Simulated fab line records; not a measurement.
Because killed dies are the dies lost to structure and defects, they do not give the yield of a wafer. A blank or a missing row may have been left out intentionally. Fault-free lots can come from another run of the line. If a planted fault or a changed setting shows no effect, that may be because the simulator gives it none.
fab line records	flow n5-finfet
[record] lots = 4	wafers = 12	last-day = 18
route steps=1938 shown BEOL_M4@1099 BEOL_M5@1112 BEOL_M7@1320 BEOL_M15@1830 PASSIVATION@1936
lots that met no fault: taken from a fault-free run of the same line
start-h: hours from the record's first day to the start of the lot's first wafer shown	wait-h: hours since the lot's step before	" identical to the entry in the row above	L1.1+2: one row covering several wafers at once	- no value present, or no start provided	* or withheld: withheld	< > ~ a bound
route shown NAME@n: names a module that has steps shown in the file, with the first one's number in the route	usual: average and standard deviation across the fault-free wafers	same: alike in all rows	chamber/n: place in a boat	sites: the reading at each site	_std_site: standard deviation across them	_edge_site: inner sites' mean taken away from outer sites' mean	radius-mm: for every site, how far away it sits from the centre of the wafer	mask NAME#n: copy n	behind: the last tool/chamber to shape the wafer	hold: why the lot was held/for how many hours/how that ended	device: names the non-switching transistor (n, p or np)	end of line: tests of these same wafers at the route's end	a step with no rows: only its recipe	killed: the dies lost at the first sort to structure and to defects; this is not the yield of the wafer	map: the dies of a wafer, with x for killed, . for not killed, _ for no die there
set.NAME: the setting that was run; set.NAME@STEP: the one run at that earlier step	model.NAME: the simulator's own value behind a step, which no gauge read
a table for each step, a row for each wafer; lots at some steps of the route
services: when a tool's chamber went out of use (start-h, in hours from the record's first day, below 0 if earlier), for how many hours, and the reason
[[steps]]
[step N5_BEOL_M4_ANNEAL_95]
[recipe] temp-c = 400	time-s = 240	ambient = vacuum
[step N5_BEOL_M4_SPUTTER_96]
[recipe] material = Cu	target-thk-a = 45	temp-c = -20	chamber-pressure-pa = 0.07	power-w = withheld	time-s = 8.29
[step N5_BEOL_M4_ECD_50]
[recipe] material = Cu	target-thk-a = 3000
[step N5_BEOL_M4_ANNEAL_51]
[recipe] temp-c = 225	time-s = 90	ambient = N2
[step N5_BEOL_M4_CMP_52]
[recipe] stop-on = SiOC	t-overpolish-s = 6.8	down-force-psi = 1	platen-rpm = 50	clearing-platen-down-force-psi = 1.5	clearing-platen-rpm = 50	post-cmp-clean = cu-alkaline	target-thk-nm = 40	clearing-platen-pad-velocity-m-s = 0.99484	pad-velocity-m-s = 0.99484
[step N5_BEOL_M4_PRE_CLEAN_60]
[recipe] gas = NH3/H2	time-s = 15	temp-c = *	rf-power-w = 300
[step N5_BEOL_M4_CO_CAP_55]
[recipe] material = Co	target-thk-a = 20	temp-c = 200	precursor = CCTBA/H2	pressure-torr = 30	time-s = 102.1
[step N5_BEOL_M4_PRE_CLEAN_56]
[recipe] gas = NH3	time-s = 15	temp-c = withheld	rf-power-w = 300
[step N5_BEOL_M4_DEP_57]
[recipe] material = SiCN	target-thk-a = 80	temp-c = withheld	precursor = 3MS/NH3	pressure-torr = 3	rf-w = 202	time-s = 14
[step N5_BEOL_M4_RC_MEAS_101]
[usual] DIBL_N = 35.4/2.1	DIBL_P = 34.8/2.6	IOFF_N = 0.15/0.037	IOFF_P = 0.19/0.037	ION_N = 677/16	ION_P = 462/9.3	SS_N = 71.4/0.75	SS_P = 72.9/0.77	VT_N = 250/3.7	VT_P = -251/3.5
lot.wafer	tool	chamber	start-h	wait-h	DIBL_N[mV/V]	DIBL_P[mV/V]	IOFF_N[nA/um]	IOFF_P[nA/um]	ION_N[uA/um]	ION_P[uA/um]	SS_N[mV/dec]	SS_P[mV/dec]	VT_N[mV]	VT_P[mV]
L747.3	prober-01	0	203.27	0.8	36.7	35.9	0.16	0.18	679	456	71.4	73.5	249	-254
L747.4	"	0	"	"	36.7	36.0	0.17	0.19	693	467	72.0	72.7	248	-254
L747.5	"	0	"	"	33.3	31.7	0.11	0.13	660	448	70.5	72.2	255	-258
L761.1	prober-01	0	302.88	0.0	36.3	34.1	0.13	0.14	659	445	71.5	73.1	256	-257
L761.2	"	0	"	"	38.0	37.4	0.18	0.20	696	467	71.8	74.3	247	-252
L761.3	"	0	"	"	38.2	38.1	0.19	0.21	704	475	71.7	75.0	247	-253
L762.2	prober-01	0	303.96	0.4	34.6	33.3	0.14	0.18	689	466	70.8	73.1	249	-250
L762.3	"	0	"	"	34.0	33.2	0.13	0.18	675	467	71.4	72.7	251	-249
L762.4	"	0	"	"	36.0	35.2	0.17	0.20	711	477	71.4	73.9	246	-252
L763.4	prober-01	0	327.77	0.5	34.0	33.9	0.13	0.20	675	474	70.4	71.8	249	-246
L763.5	"	0	"	"	33.2	32.4	0.12	0.19	665	467	70.2	71.5	251	-248
L763.6	"	0	"	"	35.3	34.1	0.14	0.19	678	465	72.1	72.5	252	-249
[step N5_BEOL_M5_ILD_DEP_00]
[recipe] material = SiCOH_lowk	target-thk-a = 1406.4	temp-c = 300	precursor = DEMS/porogen	pressure-torr = 5	rf-w = 500	time-s = 25.9
[step N5_BEOL_M5_CURE_79]
[recipe] temp-c = 385	time-s = 240	ambient = He/Ar	material = SiCOH_lowk
[step N5_BEOL_M5_PECVD_70]
[recipe] material = SiO2	target-thk-a = 160	temp-c = 400	precursor = TEOS/O2	pressure-torr = 5.5	rf-w = 450	teos-flow-sccm = 53.8	gas = O2	flow-sccm = 3000	time-s = 18
[step N5_BEOL_M5_HM_DEP_02]
[recipe] material = TiN	target-thk-a = 200	temp-c = 25	chamber-pressure-pa = 0.49996
[step N5_BEOL_M5_COAT_59]
[recipe] resist = SOC	temp-c = 250	time-s = 60	spin-rpm = 1500	resist-thk-nm = 60
[step N5_BEOL_M5_COAT_60]
[recipe] resist = SiARC	temp-c = 220	time-s = 60	spin-rpm = 1500	resist-thk-nm = 12
[step N5_BEOL_M5_COAT_71]
[recipe] resist = underlayer	temp-c = 205	time-s = 60	spin-rpm = 1500	resist-thk-nm = 5
[step N5_BEOL_M5_COAT_05]
[recipe] resist = CAR-EUV	spin-rpm = 1500	resist-thk-nm = 30
[step N5_BEOL_M5_EBR_07]
[recipe] solvent = PGMEA	ebr-width-mm = 1.5
[step N5_BEOL_M5_SOFTBAKE_06]
[recipe] temp-c = 110	time-s = 60	resist = CAR-EUV
[step N5_BEOL_M5_EXPOSE_08]
[recipe] mask-id = M5	na = 0.33	source-shape = annular	sigma-inner = 0.4	sigma-outer = 0.8	polarization = unpolarized	target-cd-nm = 28	dose-mj = 35.75
[step N5_BEOL_M5_PEB_09]
[recipe] peb-temp-c = 100	peb-time-s = 60	resist = CAR-EUV
[step N5_BEOL_M5_DEVELOP_10]
[recipe] develop-time-s = 30	developer = TMAH	resist = CAR-EUV	rinse-liquid = surfactant-rinse	dry = air-spin	dev-temp-c = 23
[step N5_BEOL_M5_DESCUM_16]
[recipe] chemistry = O2	time-s = 7	source-power-w = 50	bias-power-w = 20	pressure-mtorr = 20	rf-frequency-hz = 2.712e+07	temp-c = 40	resist = CAR-EUV	o2-flow-sccm = 225
[step N5_BEOL_M5_ETCH_72]
[recipe] chemistry = N2/H2	target = underlayer	target-depth-a = 65	mask-material = CAR-EUV	time-s = 5.2	ion-energy-ev = 200	pressure-mtorr = 30	source-w = 840	bias-w = 150	n2-flow-sccm = 200	h2-flow-sccm = 200	ends = cleared
[step N5_BEOL_M5_ETCH_61]
[recipe] chemistry = CF4	target = SiARC	target-depth-a = 156	mask-material = CAR-EUV	time-s = 26	ion-energy-ev = 80	pressure-mtorr = 40	source-w = 545	bias-w = 36	Ar_flow_sccm = 100	cf4-flow-sccm = 100	ends = cleared
[step N5_BEOL_M5_ETCH_62]
[recipe] chemistry = N2/H2	target = SOC	target-depth-a = 750	overetch-a = 150	mask-material = SiARC	temp-c = 40	time-s = 112.5	ion-energy-ev = 200	pressure-mtorr = 30	source-w = 840	bias-w = 150	n2-flow-sccm = 200	h2-flow-sccm = 200
[step N5_BEOL_M5_STRIP_63]
[recipe] chemistry = N2/H2	temp-c = 40	n2-flow-sccm = 200	h2-flow-sccm = 200	rf-frequency-hz = 6e+07
[step N5_BEOL_M5_STRIP_73]
[recipe] chemistry = N2/H2	temp-c = 40	n2-flow-sccm = 200	h2-flow-sccm = 200	rf-frequency-hz = 6e+07
[step N5_BEOL_M5_STRIP_64]
[recipe] chemistry = CF4	resist = SiARC	power-w = 300	bias-power-w = 75	pressure-mtorr = 50	cf4-flow-sccm = 150	rf-frequency-hz = 6e+07
[step N5_BEOL_M5_HM_OPEN_17]
[recipe] chemistry = Cl2/BCl3	target-depth-a = 200	overetch-a = 60	target = TiN	mask-material = SOC	ion-energy-ev = 150	pressure-mtorr = 10	icp-w = 1000	bias-w = 126	Cl2_flow_sccm = 53.25	bcl3-flow-sccm = 21.75	Ar_flow_sccm = 25
[step N5_BEOL_M5_STRIP_19]
[recipe] chemistry = O2	power-w = 400	temp-c = 40	pressure-mtorr = 30	rf-frequency-hz = 6e+07	bias-power-w = 0	overash-fraction = 0.2	o2-flow-sccm = 225
[step N5_BEOL_M5_COAT_65]
[recipe] resist = SOC	temp-c = 250	time-s = 60	spin-rpm = 1500	resist-thk-nm = 60
[step N5_BEOL_M5_COAT_66]
[recipe] resist = SiARC	temp-c = 220	time-s = 60	spin-rpm = 1500	resist-thk-nm = 12
[step N5_BEOL_M7_ALD_77]
[recipe] material = TaN	target-thk-a = 20	temp-c = 275	ald-precursor-family = PDMAT	ald-co-reactant = NH3	pressure-torr = 3	carrier-flow-sccm = 1500	pulse-time-s = 2	purge-time-s = 3	co-reactant-purge-time-s = 2	co-reactant-pulse-time-s = 3	ald-cycles = 40	precursor-vessel-temp-c = 75	precursor-vessel-pressure-torr = 26.25	precursor-vessel-carrier-sccm = 1000
[usual] ald-cycles = 40/0	heater-power-w = 419/33	susceptor-temp-C = 274.97/0.17
lot.wafer	tool	chamber	start-h	wait-h	ald-cycles	heater-power-w	susceptor-temp-C	model.TaN_of_BEOL_M7_ALD_77.thk-nm
L747.3	ald-metal-02	3	233.53	0.0	40	417	274.94	2
L747.4	"	2	"	"	40	380	274.98	2
L747.5	"	3	"	"	40	423	274.99	2
L761.1	ald-metal-02	3	326.97	0.0	18	423	-	0.8
L761.2	"	1	"	"	18	405	-	1
L761.3	"	2	"	"	40	386	274.97	2
L762.2	ald-metal-02	0	337.16	0.0	18	402	-	1
L762.3	"	2	"	"	40	375	275.07	2
L762.4	"	1	"	"	40	395	274.81	2
L763.4	ald-metal-03	3	358.96	0.1	40	418	274.96	2
L763.5	"	0	"	"	40	375	275.02	2
L763.6	"	1	"	"	40	484	274.90	2
[step N5_BEOL_M15_RC_MEAS_101]
[usual] COMB_M10 = 1.42e-11/2.9e-12	COMB_M10_max_site = 2e-11/4.6e-12	COMB_M11 = 1.5e-11/3.1e-12	COMB_M12 = 6.8e-12/1.3e-12	COMB_M13 = 5.1e-12/1.1e-12	COMB_M14 = 3.7e-12/8.8e-13	COMB_M15 = 2.7e-12/6.4e-13	COMB_M5 = 3.7e-11/8.3e-12	COMB_M6 = 2.5e-11/4.8e-12	COMB_M7 = 2.5e-11/5.5e-12	COMB_M7_max_site = 3.6e-11/8.7e-12	COMB_M8 = 2.7e-11/5.2e-12	COMB_M9 = 1.5e-11/3.1e-12	SERP_M10 = 3.03/0.11	SERP_M11 = 3.09/0.085	SERP_M12 = 0.624/0.02	SERP_M13 = 0.308/0.0087	SERP_M14 = 0.156/0.0058	SERP_M5 = 40.3/2.2	SERP_M6 = 13.5/0.73	SERP_M7 = 14.3/0.75	SERP_M8 = 13.8/0.71	SERP_M9 = 3.07/0.085	SERP_M9_max_site = 3.16/0.096
lot.wafer	tool	chamber	start-h	wait-h	COMB_M10[S/m]	COMB_M10_max_site[S/m]	COMB_M11[S/m]	COMB_M12[S/m]	COMB_M13[S/m]	COMB_M14[S/m]	COMB_M15[S/m]	COMB_M5[S/m]	COMB_M6[S/m]	COMB_M7[S/m]	COMB_M7_max_site[S/m]	COMB_M8[S/m]	COMB_M9[S/m]	SERP_M10[ohm/um]	SERP_M11[ohm/um]	SERP_M12[ohm/um]	SERP_M13[ohm/um]	SERP_M14[ohm/um]	SERP_M5[ohm/um]	SERP_M6[ohm/um]	SERP_M7[ohm/um]	SERP_M8[ohm/um]	SERP_M9[ohm/um]	SERP_M9_max_site[ohm/um]
L747.3	prober-01	0	310.48	0.5	1.14e-11	2e-11	1.5e-11	6e-12	5.3e-12	5e-12	2.3e-12	3.3e-11	2.6e-11	1.8e-11	2.6e-11	2.1e-11	1.4e-11	3.05	3.14	0.665	0.320	0.155	38.4	12.7	13.9	14.1	3.10	3.15
L747.4	"	0	"	"	1.23e-11	2.1e-11	2e-11	6.4e-12	3.1e-12	3.1e-12	2.3e-12	2.9e-11	2e-11	3.3e-11	4.9e-11	2.2e-11	1.4e-11	2.96	3.20	0.644	0.301	0.155	40.4	13.9	15.2	13.4	3.06	3.12
L747.5	"	0	"	"	1.67e-11	2.5e-11	1.6e-11	5e-12	5.9e-12	4.3e-12	1.8e-12	3.3e-11	1.8e-11	2.5e-11	3.6e-11	3.8e-11	1.6e-11	2.89	3.01	0.626	0.309	0.151	40.2	12.7	14.0	12.5	3.03	3.11
L761.1	prober-02	0	386.48	0.0	1.75e-11	2.3e-11	1.4e-11	7.9e-12	4e-12	4.9e-12	2.6e-12	2.6e-11	2.4e-11	2.14e-10	3.85e-10	4e-11	1.5e-11	2.96	3.07	0.654	0.317	0.160	40.5	13.6	13.3	13.9	2.97	3.07
L761.2	"	0	"	"	1.84e-11	2.7e-11	1.7e-11	5.9e-12	4.2e-12	3.5e-12	3.3e-12	3.1e-11	2.9e-11	3.89e-10	5.33e-10	2.3e-11	1.1e-11	3.04	3.05	0.624	0.307	0.153	36.4	13.8	12.3	13.6	2.98	3.00
L761.3	"	0	"	"	1.46e-11	1.9e-11	1.7e-11	5.7e-12	4.6e-12	4.2e-12	2.4e-12	3e-11	2.2e-11	2.4e-11	3.1e-11	2.7e-11	1.4e-11	3.01	3.15	0.595	0.301	0.159	36.8	13.4	14.4	13.7	3.03	3.12
L762.2	prober-02	0	392.22	0.2	1.27e-11	2.1e-11	1.6e-11	8.7e-12	7.5e-12	3.4e-12	3.4e-12	5.3e-11	2.2e-11	2.8e-10	4.46e-10	1.6e-11	1.3e-11	3.02	3.02	0.606	0.314	0.155	38.8	13.2	11.7	15.3	3.02	3.11
L762.3	"	0	"	"	1.57e-11	1.7e-11	1.6e-11	5.2e-12	6.2e-12	4e-12	2.4e-12	4.3e-11	2.8e-11	2e-11	3.3e-11	1.8e-11	1.2e-11	2.98	3.09	0.591	0.316	0.155	41.9	12.7	13.5	14.4	3.00	3.09
L762.4	"	0	"	"	1.64e-11	2.2e-11	1.5e-11	6.7e-12	7.3e-12	4e-12	2.5e-12	5.6e-11	2.9e-11	2.6e-11	3.1e-11	2.1e-11	1.6e-11	3.09	3.17	0.603	0.301	0.168	42.8	14.0	13.1	14.5	3.02	3.10
L763.4	prober-01	0	424.10	0.5	9.8e-12	1.2e-11	1.8e-11	7.2e-12	4.3e-12	3.2e-12	3.1e-12	3.8e-11	3.3e-11	2.9e-11	3.2e-11	2.7e-11	1.2e-11	3.00	3.09	0.612	0.315	0.154	39.0	13.3	12.7	13.5	3.06	3.15
L763.5	"	0	"	"	1.15e-11	1.4e-11	1.1e-11	5.2e-12	4.1e-12	4.2e-12	2.6e-12	6.1e-11	2.2e-11	2.8e-11	4.4e-11	2.1e-11	2.1e-11	3.33	3.27	0.596	0.297	0.151	43.7	13.4	14.5	14.3	3.07	3.14
L763.6	"	0	"	"	9.4e-12	1.3e-11	1.1e-11	6.4e-12	6.4e-12	3.6e-12	2e-12	3.8e-11	3.3e-11	2.6e-11	3.4e-11	2.2e-11	2e-11	3.04	3.08	0.604	0.307	0.161	39.8	12.2	13.2	13.6	3.17	3.26
// sites COMB_M7 radius-mm=0,75,75,75,75,140,140,140,140
L747.3 2.6e-11 1.2e-11 1.8e-11 1.3e-11 2.1e-11 1.2e-11 1.8e-11 2e-11 1.2e-11
L761.1 3.85e-10 2.23e-10 2.53e-10 2.65e-10 1.67e-10 2.11e-10 2.14e-10 1.54e-10 1.59e-10
L762.2 1.65e-10 2.06e-10 3.65e-10 3.11e-10 2.02e-10 2.8e-10 2.57e-10 4.26e-10 4.46e-10
L763.4 2.6e-11 3.2e-11 1.9e-11 2e-11 2.9e-11 3.1e-11 2.3e-11 3.2e-11 2.9e-11
[step N5_PASSIVATION_PROBE_49]
[usual] defect-limited-yield = 90.5/1.7	killed_at_M0_to_M3 = 37/12	killed_at_M4_up = 14/5.2	killed-at-contacts = 12/5.9	killed-at-front-end = 45/14	killed-at-other = 3.5/2.8	killed-dies = 112/21	killed-open = 73/15	killed-short = 36/8.9	sort_bin_4_leakage = 0.00/0.007	sort_bin_5_function = 5.6/1.2	sort_bin_6_memory = 3.5/0.68	sort-n-pass = 1068/21	sort-yield-pct = 90.5/1.8
[same] gross-dies = 1180	killed-at-back-side = 0	sort_bin_8_speed[%] = 0
lot.wafer	tool	chamber	start-h	wait-h	defect-limited-yield[%]	killed_at_M0_to_M3	killed_at_M4_up	killed-at-contacts	killed-at-front-end	killed-at-other	killed-dies	killed-open	killed-short	sort_bin_4_leakage[%]	sort_bin_5_function[%]	sort_bin_6_memory[%]	sort-n-pass	sort-yield-pct[%]
L747.3	prober-02	-	324.37	0.1	90.7	52	15	11	29	3	110	69	40	0	4.8	4.2	1070	90.7
L747.4	prober-02	-	324.42	0.2	87.3	66	18	14	46	6	150	80	67	0	8.2	4.2	1030	87.3
L747.5	prober-02	-	324.47	0.2	89.0	61	14	23	30	2	130	93	34	0	6.1	4.6	1050	89.0
L761.1	prober-01	-	401.99	0.0	87.6	37	49	17	41	2	146	71	40	2.54	5.9	3.7	1034	87.6
L761.2	prober-01	-	402.04	0.1	88.9	29	51	17	33	1	131	62	28	3.22	4.7	3.0	1049	88.9
L761.3	prober-01	-	402.09	0.1	91.5	23	19	15	41	2	100	62	37	0	4.7	3.6	1080	91.5
L762.2	prober-01	-	407.28	0.1	87.5	32	43	16	41	15	147	78	34	2.63	6.0	3.6	1033	87.5
L762.3	prober-01	-	407.33	0.1	88.4	26	31	3	64	13	137	82	49	0	6.5	4.2	1043	88.4
L762.4	prober-01	-	407.38	0.2	90.1	28	9	7	63	10	117	63	53	0	6.0	3.3	1063	90.1
L763.4	prober-01	-	436.54	0.2	90.8	41	17	19	30	1	108	69	31	0	4.7	3.6	1072	90.8
L763.5	prober-01	-	436.59	0.2	91.6	32	21	12	34	0	99	67	29	0	4.7	3.4	1081	91.6
L763.6	prober-01	-	436.64	0.3	90.1	52	18	21	26	0	117	79	34	0	5.7	3.7	1063	90.1
// killed by level:class
L747.3 BEOL_M3:geometric-particle:open=17 BEOL_M0_SAQP:geometric-particle:short=15 MOL_CONTACT_COAG:geometric-particle:open=9 FIN_SAQP:geometric-particle:open=5 BEOL_M0_SAQP:geometric-particle:open=5 BEOL_M4:geometric-particle:open=5 STARTING-WAFER:geometric-particle:short=5 BEOL_M2:geometric-particle:open=4
L747.4 BEOL_M0_SAQP:geometric-particle:short=19 BEOL_M0_SAQP:geometric-particle:open=14 MOL_CONTACT_COAG:geometric-particle:open=9 DUMMY_GATE:geometric-particle:open=9 BEOL_M2:geometric-particle:open=8 BEOL_M3:geometric-particle:short=8 FIN_SAQP:geometric-particle:open=6 BEOL_M1:geometric-particle:short=6
L747.5 BEOL_M0_SAQP:geometric-particle:open=22 MOL_CONTACT_COAG:geometric-particle:open=21 BEOL_M0_SAQP:geometric-particle:short=13 DUMMY_GATE:geometric-particle:open=9 BEOL_M3:geometric-particle:open=8 BEOL_M2:geometric-particle:open=7 BEOL_M4:geometric-particle:open=7 FIN_SAQP:geometric-particle:short=4
L761.1 M7:area-ald=30 MOL_CONTACT_COAG:geometric-particle:open=14 BEOL_M1:geometric-particle:open=8 GATE_CUT:geometric-particle:short=7 BEOL_M0:geometric-particle:open=7 FIN_SAQP:geometric-particle:short=5 STI_FIN_REVEAL:geometric-particle:open=5 BEOL_M2:geometric-particle:open=5
L761.2 M7:area-ald=38 BEOL_M3:geometric-particle:open=11 MOL_CONTACT_COAG:geometric-particle:open=10 MOL_CONTACT_COAG:geometric-particle:short=7 STARTING-WAFER:geometric-particle:short=6 FIN_SAQP:geometric-particle:short=5 BEOL_M0_SAQP:geometric-particle:open=5 BEOL_M1:geometric-particle:open=5
L761.3 STI_FIN_REVEAL:geometric-particle:open=10 MOL_CONTACT_COAG:geometric-particle:open=10 FIN_SAQP:geometric-particle:open=7 GATE_CUT:geometric-particle:short=7 BEOL_M0:geometric-particle:open=6 MOL_CONTACT_COAG:geometric-particle:short=5 DUMMY_GATE:geometric-particle:open=4 BEOL_M0_SAQP:geometric-particle:short=4
L762.2 M7:area-ald=31 FIN_SAQP:geometric-particle:short=14 MOL_CONTACT_COAG:geometric-particle:open=13 FIN_SAQP:geometric-particle:open=9 BEOL_M3:geometric-particle:open=8 MIM_TOP:geometric-particle:open=7 BEOL_M0_SAQP:geometric-particle:short=6 BEOL_M0_SAQP:geometric-particle:open=5
L762.3 STI_FIN_REVEAL:geometric-particle:open=24 BEOL_M4:geometric-particle:open=10 FIN_SAQP:geometric-particle:short=7 BEOL_M5:geometric-particle:open=6 GATE_CUT:geometric-particle:short=5 BEOL_M0_SAQP:geometric-particle:open=5 BEOL_M1:geometric-particle:short=5 BEOL_M1:geometric-particle:open=5
L762.4 STI_FIN_REVEAL:geometric-particle:open=16 FIN_SAQP:geometric-particle:short=11 GATE_CUT:geometric-particle:short=8 FIN_SAQP:geometric-particle:open=6 GATE_CUT:geometric-particle:open=6 BEOL_M2:geometric-particle:open=6 MOL_CONTACT_COAG:geometric-particle:open=5 BEOL_M0:geometric-particle:short=5
L763.4 MOL_CONTACT_COAG:geometric-particle:open=15 BEOL_M0_SAQP:geometric-particle:open=14 BEOL_M0_SAQP:geometric-particle:short=9 BEOL_M1:geometric-particle:open=6 BEOL_M4:geometric-particle:open=5 DUMMY_GATE:geometric-particle:open=4 MOL_CONTACT_COAG:geometric-particle:short=4 BEOL_M2:geometric-particle:open=4
L763.5 BEOL_M0_SAQP:geometric-particle:short=15 MOL_CONTACT_COAG:geometric-particle:open=9 FIN_SAQP:geometric-particle:open=9 GATE_CUT:geometric-particle:open=8 BEOL_M4:geometric-particle:open=8 BEOL_M0_SAQP:geometric-particle:open=6 FIN_SAQP:geometric-particle:short=4 BEOL_M1:geometric-particle:open=4
L763.6 BEOL_M0_SAQP:geometric-particle:open=19 MOL_CONTACT_COAG:geometric-particle:open=17 BEOL_M0_SAQP:geometric-particle:short=13 BEOL_M4:geometric-particle:open=9 BEOL_M2:geometric-particle:open=8 STI_FIN_REVEAL:geometric-particle:open=7 FIN_SAQP:geometric-particle:open=5 STI_FIN_REVEAL:geometric-particle:short=4
// map L761.1 (x killed, . not)
_________________...x......xx________________
______________xx..x............._____________
___________.x....x.x............xx.__________
__________....x......x...x...x......_________
________.x......x.........x....x......_______
_______.....x...........xx........x....______
______x.........................xx......_____
_____.................x...x..xx..........____
____...........x..............x....x...x..___
___x.....x..x.................x.....x.x...x__
___xxx.............x.....x....x......x.x...__
__.x....xx.........x........................_
__.............x.......x..x.......x........._
_.........x...x....x.x.x....................x
_...x..x.........xx........x...xx....x.x..x..
_..x.....x.x..x..x.x........................x
_.x.......x...............x........x....x....
_x...x....x.................x.....x.........x
_x.......x...x..x.........x.xx...............
_..x....x.....x......x.x....x....x...........
_........x.......x..............x.x......x...
__.............x......x....................._
__...........x......x......................._
___...x.................x..................__
___...................x...........x.....x.x__
____......x..................x..x........x___
_____.x.....x.....x....x...x.............____
______.................................x_____
_______..............x..........x......______
________..........x.....x...x..x.x..x._______
__________............x.......x..x.._________
___________...x........x...x.......__________
______________x...........x....._____________
_________________............________________
// map L762.2 (x killed, . not)
_________________.x..........________________
______________...............xx._____________
___________...xx..x............xx..__________
__________........x..........x......_________
________........x........x..x......x.._______
_______...x.............xx.........x...______
______...x..x................x..x...x..._____
_____x..............x...xx..x.....xx.....____
____..................xx.x....x..x..xx....___
___............x........x.........x.x.x.x..__
___.x...........x.......x.x....x...........__
__.....x....x...............x...x..........._
__.........x..x.....x....x.................._
_......x.x.......................x...........
_xxx...x.........x.....................x.x...
_..........x..xx..x...x.........x............
_.....x......................xx.......x......
_..x...........x............x.............x.x
_...........x..........x.........x..x........
_..x.....x..x.....x.x.x..x.....x.............
_x..xx...............xx..............x..x....
__x.........x.................x......xx....._
__.....x......xx...x....................x..._
___..x........x...x..............xx........__
___.............x...............x..........__
____..xx......x..x..x........x..........x.___
_____....................x...x...........____
______..........x.........x.xx.........._____
_______.....x........x.....x..x.....x..______
________..x...x......................._______
__________x....x...x................_________
___________....x.....x.x.........x.__________
______________.................x_____________
_________________....x.x.....________________
[[services]]
tool	chamber	start-h	hours	kind
ald-metal-02	-	238.32	2.8	pm
ald-metal-03	2	256.20	1.8	repair
ald-metal-02	1	259.77	20.7	repair
ald-metal-03	-	267.58	14.6	pm
ald-metal-03	3	285.55	13.2	repair
ald-metal-03	-	326.58	1.0	repair
[[key]]
[first-sign] step = N5_BEOL_M7_ALD_77	reading = ald-cycles	direction = down	sigmas = 99+	usual = *	struck = *
[effect] step = N5_BEOL_M15_RC_MEAS_101	reading = COMB_M7	direction = up	sigmas = 49	usual = 2.5e-11	struck = 2.94e-10
[effect] step = N5_PASSIVATION_PROBE_49	reading = sort_bin_4_leakage	direction = up	sigmas = 33	usual = 0.00	struck = 2.80
[model-effect] step = N5_BEOL_M7_ALD_77	value = TaN_of_BEOL_M7_ALD_77.thk-nm	without = 2	struck = 0.9333
[more-kills-born-at] N5_BEOL_M7_ALD_77@ald-metal-02 = 99
met-at N5_BEOL_M7_ALD_77
struck-wafers L761.1,L761.2,L762.2
onset-between 233.53 326.97
[fault] kind = process-parameter-drift	tool = ald-metal-02	chamber = -	onset-h = 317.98	steps = N5_BEOL_M7_ALD_77	channel = ald-cycles	offset = *	shape = step	end-h = 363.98	scope = struck-wafers-only	acts-in = *	stated = *
